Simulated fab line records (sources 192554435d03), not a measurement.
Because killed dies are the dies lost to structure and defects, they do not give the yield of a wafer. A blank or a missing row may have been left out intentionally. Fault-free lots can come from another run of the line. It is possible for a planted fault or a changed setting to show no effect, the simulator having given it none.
Matching of chambers + flow n5-finfet + N5_BEOL_M3_STRIP_36 on rie-diel-06 has 3 sister chambers
The step strips in N2/H2. 20 wafers are shown with their chamber, then 10 later ones without.

EACH WAFER AND ITS CHAMBER
| wafer  | chamber | showerhead-plenum-p-Torr (Torr) | throttle-valve-pct (%) | drypump-motor-current-A (A) |
|--------|---------|---------------------------------|------------------------|-----------------------------|
| L078.2 | 3       | 2.42                            | 23.86                  | 5.4                         |
| L078.3 | 1       | 2.40                            | 23.35                  | 5.7                         |
| L078.6 | 1       | 2.40                            | 23.34                  | 5.7                         |
| L079.1 | 3       | 2.42                            | 23.87                  | 5.3                         |
| L079.4 | 1       | 2.40                            | 23.32                  | 5.7                         |
| L079.6 | 1       | 2.40                            | 23.32                  | 5.6                         |
| L080.2 | 0       | 2.48                            | 23.42                  | 4.9                         |
| L080.4 | 1       | 2.40                            | 23.31                  | 5.6                         |
| L080.5 | 3       | 2.42                            | 23.86                  | 5.4                         |
| L082.1 | 1       | 2.40                            | 23.36                  | 5.6                         |
| L082.3 | 3       | 2.42                            | 23.88                  | 5.4                         |
| L082.4 | 0       | 2.48                            | 23.42                  | 4.9                         |
| L087.1 | 3       | 2.42                            | 23.92                  | 5.4                         |
| L087.2 | 1       | 2.39                            | 23.35                  | 5.7                         |
| L087.5 | 3       | 2.42                            | 23.91                  | 5.4                         |
| L089.2 | 1       | 2.39                            | 23.33                  | 5.7                         |
| L089.3 | 0       | 2.48                            | 23.46                  | 4.9                         |
| L089.5 | 0       | 2.48                            | 23.45                  | 4.9                         |
| L076.3 | 0       | 2.48                            | 23.44                  | 4.9                         |
| L076.4 | 3       | 2.41                            | 23.92                  | 5.4                         |

SIGNATURES (averages over the wafers above)
| reading                  | chamber 0 | chamber 1 | chamber 3 | scatter within a chamber |
|--------------------------|-----------|-----------|-----------|--------------------------|
| showerhead-plenum-p-Torr | 2.4800    | 2.3975    | 2.4186    | 0.00372                  |
| throttle-valve-pct       | 23.4380   | 23.3350   | 23.8886   | 0.0216                   |
| drypump-motor-current-A  | 4.900     | 5.662     | 5.386     | 0.0401                   |
Rule: a wafer's distance from a chamber is the root of the sum, over the readings, of the square of ((its reading less the chamber's mean) divided by the reading's scatter). The wafer belongs to the nearest chamber; if the next one is less than 2 further off, it can't be placed. The scatter: take each reading less its chamber's mean, square it, sum over the shown wafers, divide by the number of wafers less the number of chambers, and take the root.

WAFERS WITH NO CHAMBER GIVEN
| wafer  | showerhead-plenum-p-Torr (Torr) | throttle-valve-pct (%) | drypump-motor-current-A (A) |
|--------|---------------------------------|------------------------|-----------------------------|
| L076.6 | 2.39                            | 23.38                  | 5.7                         |
| L091.2 | 2.39                            | 23.38                  | 5.7                         |
| L091.5 | 2.47                            | 23.43                  | 4.9                         |
| L091.6 | 2.41                            | 23.92                  | 5.3                         |
| L095.2 | 2.38                            | 23.36                  | 5.7                         |
| L095.5 | 2.41                            | 23.93                  | 5.4                         |
| L095.6 | 2.47                            | 23.44                  | 4.9                         |
| L097.1 | 2.38                            | 23.40                  | 5.7                         |
| L097.5 | 2.38                            | 23.37                  | 5.6                         |
| L097.6 | 2.47                            | 23.47                  | 4.9                         |

EACH ONE'S CHAMBER
| wafer  | from the rows above | in truth |
|--------|---------------------|----------|
| L076.6 | 1                   | 1        |
| L091.2 | 1                   | 1        |
| L091.5 | 0                   | 0        |
| L091.6 | 3                   | 3        |
| L095.2 | 1                   | 1        |
| L095.5 | 3                   | 3        |
| L095.6 | 0                   | 0        |
| L097.1 | 1                   | 1        |
| L097.5 | 1                   | 1        |
| L097.6 | 0                   | 0        |
Correctly placed: 10 of 10. Number that these rows cannot place: 0. Placed wrongly: 0.
